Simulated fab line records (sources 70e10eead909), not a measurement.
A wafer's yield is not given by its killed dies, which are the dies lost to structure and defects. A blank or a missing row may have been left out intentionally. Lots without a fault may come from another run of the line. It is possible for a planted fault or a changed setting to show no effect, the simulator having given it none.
The tool behind it: which one? | flow nandHarc | 37 wafers from 13 lots sampled at 5 of the route's 1159 steps

WHAT THE GAUGES READ, wafer by wafer
NHARC_END_SORT_01. Usual: killedAtArray 26, standard deviation 9.1; killedAtOther 0.7, standard deviation 0.9; killedAtPeriphery 3.6, standard deviation 2.8; killedDies 30, standard deviation 9.2; killedOpen 3.0, standard deviation 1.9; killedShort 2.0, standard deviation 1.4.
lot  | measured     | on        | killedAtArray | killedAtOther | killedAtPeriphery | killedDies | killedOpen | killedShort | flag
L812 | day 19 20:22 | prober-02 | 15 17 22      | 0 0 0         | 2 5 3             | 17 22 25   | 1 4 6      | 1 3 3       | 
L819 | day 21 01:43 | prober-02 | 23 21 23      | 1 3 5         | 2 1 6             | 26 25 34   | 4 3 3      | 3 0 2       | 
L818 | day 21 04:53 | prober-01 | 9             | 2             | 4                 | 15         | 0          | 1           | 
L820 | day 21 20:25 | prober-01 | 18            | 1             | 2                 | 21         | 3          | 1           | 
L826 | day 22 08:22 | prober-01 | 32 33 31      | 1 0 1         | 1 2 3             | 34 35 35   | 1 2 1      | 3 1 2       | 

WHAT TOOL EACH LOT RAN ON (gives the tool, then ch and the chambers of the sampled wafers, and finally the start)
lot  | NHARC_A_WL_FILL_ALD_00          | NHARC_A_WL_FILL_RTA_01          | NHARC_A_WL_FILL_ALD_02             | NHARC_A_WL_FILL_ALD_10
L812 | aldHk-02 ch 0,1,3, day 15 02:10 | rtpAnneal-02 ch 0, day 15 02:24 | aldMetal-04 ch 0,1,2, day 15 02:39 | aldHk-03 ch 0,2,3, day 15 16:10
L816 | aldHk-02 ch 0,3, day 15 10:55   | rtpAnneal-02 ch 0, day 15 11:13 | aldMetal-03 ch 1,2,3, day 15 11:29 | aldHk-04 ch 0,1, day 15 21:23
L815 | aldHk-03 ch 0,2,3, day 15 10:56 | rtpAnneal-01 ch 0, day 15 11:17 | aldMetal-04 ch 0,2,3, day 15 11:30 | aldHk-02 ch 0,1,2, day 15 21:22
L817 | aldHk-04 ch 1,2,3, day 16 00:32 | rtpAnneal-01 ch 0, day 16 00:50 | aldMetal-04 ch 0,1,3, day 16 01:05 | aldHk-02 ch 0,1,2, day 16 14:12
L822 | aldHk-02 ch 1,2, day 16 18:27   | rtpAnneal-02 ch 0, day 16 18:47 | aldMetal-03 ch 0,1,3, day 16 19:00 | aldHk-04 ch 0,3, day 17 07:31
L819 | aldHk-03 ch 0,1,3, day 16 18:29 | rtpAnneal-01 ch 0, day 16 18:42 | aldMetal-01 ch 0,1,3, day 16 18:57 | aldHk-02 ch 1,2,3, day 17 05:35
L818 | aldHk-04 ch 0,3, day 16 18:32   | rtpAnneal-01 ch 0, day 16 18:52 | aldMetal-04 ch 1,2, day 16 19:05   | aldHk-02 ch 0,2, day 17 11:27
L820 | aldHk-03 ch 1,3, day 17 02:07   | rtpAnneal-02 ch 0, day 17 02:19 | aldMetal-03 ch 2, day 17 02:32     | aldHk-02 ch 0,3, day 17 19:23
L826 | aldHk-03 ch 0,1, day 17 23:37   | rtpAnneal-01 ch 0, day 17 23:51 | aldMetal-01 ch 1,3, day 18 00:09   | aldHk-04 ch 1,3, day 18 09:53
L829 | aldHk-03 ch 0,1,3, day 18 21:15 | rtpAnneal-02 ch 0, day 18 21:31 | aldMetal-01 ch 0,1,3, day 18 21:46 | aldHk-03 ch 0,2,3, day 19 10:20
L830 | aldHk-02 ch 0,3, day 18 21:25   | rtpAnneal-02 ch 0, day 18 21:41 | aldMetal-03 ch 0,1,3, day 18 21:57 | aldHk-04 ch 0,1,3, day 19 10:20
L832 | aldHk-03 ch 1,2,3, day 19 20:29 | rtpAnneal-02 ch 0, day 19 20:46 | aldMetal-04 ch 0,2, day 19 20:59   | aldHk-03 ch 0,3, day 20 10:10
L835 | aldHk-04 ch 0,1,2, day 20 16:46 | rtpAnneal-01 ch 0, day 20 17:07 | aldMetal-01 ch 2,3, day 20 17:17   | aldHk-03 ch 1,2, day 21 03:32
- NHARC_A_WL_FILL_ALD_00: deposits Al2O3, target thk 3 nm, pulse time 3 s, ald cycles 30.
- NHARC_A_WL_FILL_RTA_01: time 5 s.
- NHARC_A_WL_FILL_ALD_02: deposits TiN, target thk 2 nm, pulse time 3 s, ald cycles 100.
- NHARC_A_WL_FILL_ALD_10: deposits SiO2, target thk 50 nm, pulse time 10 s, ald cycles 500.

AS READ BY THE TOOLS THEMSELVES (means over the sampled wafers that have a number; for cases with no such wafer, the mark the record gives instead)
NHARC_A_WL_FILL_ALD_00. Usual: heaterPowerW 459 W, standard deviation 39; precursorPulseHeightRel 1.001, standard deviation 0.019.
lot  | tool     | heaterPowerW (W) | precursorPulseHeightRel | flag
L812 | aldHk-02 | 480              | 1.001                   | 
L816 | aldHk-02 | 482              | 1.018                   | 
L815 | aldHk-03 | 475              | 1.001                   | 
L817 | aldHk-04 | 466              | 0.994                   | 
L822 | aldHk-02 | 454              | 0.996                   | 
L819 | aldHk-03 | 438              | 0.995                   | 
L818 | aldHk-04 | 443              | 0.984                   | 
L820 | aldHk-03 | 413              | 1.013                   | 
L826 | aldHk-03 | 446              | 1.021                   | 
L829 | aldHk-03 | 437              | 0.999                   | 
L830 | aldHk-02 | 498              | 0.976                   | 
L832 | aldHk-03 | 437              | 1.007                   | 
L835 | aldHk-04 | 466              | 1.007                   | 

NHARC_A_WL_FILL_RTA_01. Usual: lampPowerPct 30.8 %, standard deviation 1.6; lamp_zone_4_pct 30.8 %, standard deviation 1.6; lamp_zone_7_pct 31.2 %, standard deviation 1.6; wafer_temp_C_max 1003.8, standard deviation 0.87.
lot  | tool         | lampPowerPct (%) | lamp_zone_4_pct (%) | lamp_zone_7_pct (%) | wafer_temp_C_max | flag
L812 | rtpAnneal-02 | 28.5             | 28.5                | 28.9                | 1003.1           | 
L816 | rtpAnneal-02 | 28.4             | 28.4                | 28.9                | 1003.1           | 
L815 | rtpAnneal-01 | 31.9             | 31.9                | 32.4                | 1004.4           | 
L817 | rtpAnneal-01 | 31.9             | 31.9                | 32.4                | 1003.7           | 
L822 | rtpAnneal-02 | 28.4             | 28.5                | 28.9                | 1003.3           | 
L819 | rtpAnneal-01 | 31.9             | 31.9                | 32.4                | 1003.3           | 
L818 | rtpAnneal-01 | 31.9             | 31.9                | 32.4                | 1003.0           | 
L820 | rtpAnneal-02 | 28.5             | 28.5                | 28.9                | 1005.6           | 
L826 | rtpAnneal-01 | 31.9             | 31.9                | 32.4                | 1003.6           | 
L829 | rtpAnneal-02 | 28.5             | 28.5                | 28.9                | 1004.4           | 
L830 | rtpAnneal-02 | 28.5             | 28.4                | 28.9                | 1003.6           | 
L832 | rtpAnneal-02 | 28.4             | 28.5                | 28.9                | 1003.6           | 
L835 | rtpAnneal-01 | 31.9             | 31.9                | 32.4                | 1003.4           | 

NHARC_A_WL_FILL_ALD_02. Usual: heaterPowerW 1092 W, standard deviation 120; precursorPulseHeightRel 0.999, standard deviation 0.017.
lot  | tool        | heaterPowerW (W) | precursorPulseHeightRel | flag
L812 | aldMetal-04 | 993              | 1.002                   | 
L816 | aldMetal-03 | 1159             | 0.994                   | 
L815 | aldMetal-04 | 1046             | 0.998                   | 
L817 | aldMetal-04 | 960              | 1.008                   | 
L822 | aldMetal-03 | 1120             | 0.990                   | 
L819 | aldMetal-01 | 1170             | 0.996                   | 
L818 | aldMetal-04 | 989              | 1.000                   | 
L820 | aldMetal-03 | 1327             | 1.002                   | 
L826 | aldMetal-01 | 1117             | 0.991                   | 
L829 | aldMetal-01 | 1176             | 0.993                   | 
L830 | aldMetal-03 | 1118             | 1.003                   | 
L832 | aldMetal-04 | 1049             | 0.981                   | 
L835 | aldMetal-01 | 1076             | 0.996                   | 

NHARC_A_WL_FILL_ALD_10. Usual: heaterPowerW 464 W, standard deviation 33; precursorPulseHeightRel 1.000, standard deviation 0.02.
lot  | tool     | heaterPowerW (W) | precursorPulseHeightRel | flag
L812 | aldHk-03 | 475              | 1.006                   | 
L816 | aldHk-04 | 456              | 0.999                   | 
L815 | aldHk-02 | 474              | 1.012                   | 
L817 | aldHk-02 | 475              | 0.995                   | 
L822 | aldHk-04 | 455              | 0.997                   | 
L819 | aldHk-02 | 450              | 0.990                   | 
L818 | aldHk-02 | 478              | 1.015                   | 
L820 | aldHk-02 | 498              | 0.984                   | 
L826 | aldHk-04 | 448              | 1.004                   | 
L829 | aldHk-03 | 473              | 0.990                   | 
L830 | aldHk-04 | 454              | 0.989                   | 
L832 | aldHk-03 | 470              | 1.005                   | 
L835 | aldHk-03 | 420              | 1.009                   | 

THE ANSWER, worked out from the rows above alone
Rule: take the mean of a lot's wafers that have a number; if it is more than 3 standard deviations from the usual mean, the lot is off. A lot without any number at a reading at which 4 lots or more have one is off too. The other lots that the step has rows for count as sound. Order of review: gauges by route order, followed by the tools' own readings, for which a lot's mean as printed above is used. The first step at which some lot is off is used, and at that step the reading that is off furthest; a lot without a number counts as furthest.
No lot is off at any reading shown: from this, nothing can be told.

WHAT THE SIMULATOR PUT IN
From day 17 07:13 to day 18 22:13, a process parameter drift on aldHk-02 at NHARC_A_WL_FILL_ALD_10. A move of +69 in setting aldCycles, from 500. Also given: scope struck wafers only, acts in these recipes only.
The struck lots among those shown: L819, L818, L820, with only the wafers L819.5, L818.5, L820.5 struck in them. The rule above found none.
